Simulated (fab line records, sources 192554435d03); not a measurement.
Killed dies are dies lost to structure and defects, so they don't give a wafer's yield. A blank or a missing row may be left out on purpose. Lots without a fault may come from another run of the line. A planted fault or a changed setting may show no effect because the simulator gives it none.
Problem report in the 8D (eight disciplines) form, filled by code | flow n5_finfet | the parts of the form that need people (team, actions taken, sign-off) are left out

1. THE PROBLEM
run_length_s at N5_BEOL_M9_CVD_78 reads a mean of 98.2 s on 4 wafers of 3 lots; wafers without a fault read 161.9 s with a standard deviation of 0.42. That is -99 or more standard deviations from the usual mean.
The step: deposits Co from CCTBA/H2, target thk 2 nm, time 138.9 s.
First seen on wafer L144.5, day 14 08:04, on cvd_co-02. The record holds 30 wafers of 11 lots with a number at this step. Rule for "out", or "out of limits": more than 4 standard deviations from the usual mean. The other wafers with a number count as sound.

2. WHAT IT IS AND WHAT IT IS NOT
question                    | is                             | is not
which readings at this step | run_length_s                   | -
which lots                  | L144, L147, L150               | L128, L129, L130, L131, L132, L133, L137, L139
which wafers of those lots  | L144.5, L144.6, L147.5, L150.5 | L147.1, L150.2, L150.3
read on which tools         | cvd_co-02                      | cvd_co-01
when                        | from day 14 08:04              | up to then (23 sound wafers); but 3 sound wafers of L147, L150 came after

3. SUSPECTS, AND WHAT RULES EACH OUT
Counting: a tool at a process step up to the reading stays a suspect if it ran every lot that is out. Sound lots after the first of them don't rule it out here, since some wafers of a struck lot are sound.
- rie_diel-04 at N5_BEOL_M9_ETCH_65 (etches SiARC in CF4, target depth 15.6 nm, time 26 s): kept. It ran every lot that is out, first L144 (day 14 04:37); its last sound lot up to then is L131 (day 10 18:38).
- rie_diel-04 at N5_BEOL_M9_VIA_ETCH_34 (etches SiCOH lowk in C4F6/O2, target depth 182.4 nm, time 68.4 s): kept. It ran every lot that is out, first L144 (day 14 04:45); its last sound lot up to then is L131 (day 10 18:46).
- cvd_co-02 at N5_BEOL_M9_CVD_78 (deposits Co from CCTBA/H2, target thk 2 nm, time 138.9 s): kept. It ran every lot that is out, first L144 (day 14 08:04); its last sound lot up to then is L139 (day 12 21:40). Its own readings are out on those wafers: run_length_s.
Left after counting: rie_diel-04 at N5_BEOL_M9_ETCH_65, rie_diel-04 at N5_BEOL_M9_VIA_ETCH_34, cvd_co-02 at N5_BEOL_M9_CVD_78.

4. THE CAUSE (what the simulator had put in)
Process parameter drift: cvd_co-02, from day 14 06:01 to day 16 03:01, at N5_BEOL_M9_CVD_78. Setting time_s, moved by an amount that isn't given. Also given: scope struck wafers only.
Counting left 3 suspects, and this tool is among them.

5. THE CHAIN OF EFFECTS, in route order
Each row: a reading whose mean over the struck wafers that have a number lies more than 3 standard deviations from the usual. Only readings for which the record gives a usual standard deviation are gone through. hours: the time from each lot's start at the first step in this table that gives one to its start at this step, as a median over the lots. sigmas: the change in usual standard deviations.
hours | step              | reading      | usual   | on struck wafers | change | sigmas
0     | N5_BEOL_M9_CVD_78 | run_length_s | 161.9 s | 98.2             | -63.7  | -99 or more
The process steps in it:
- N5_BEOL_M9_CVD_78: deposits Co from CCTBA/H2, target thk 2 nm, time 138.9 s.

6. WHAT WOULD HAVE CAUGHT IT SOONER
In this record the first reading out of limits was taken at day 14 08:04, 2 hours after the fault began at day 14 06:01.
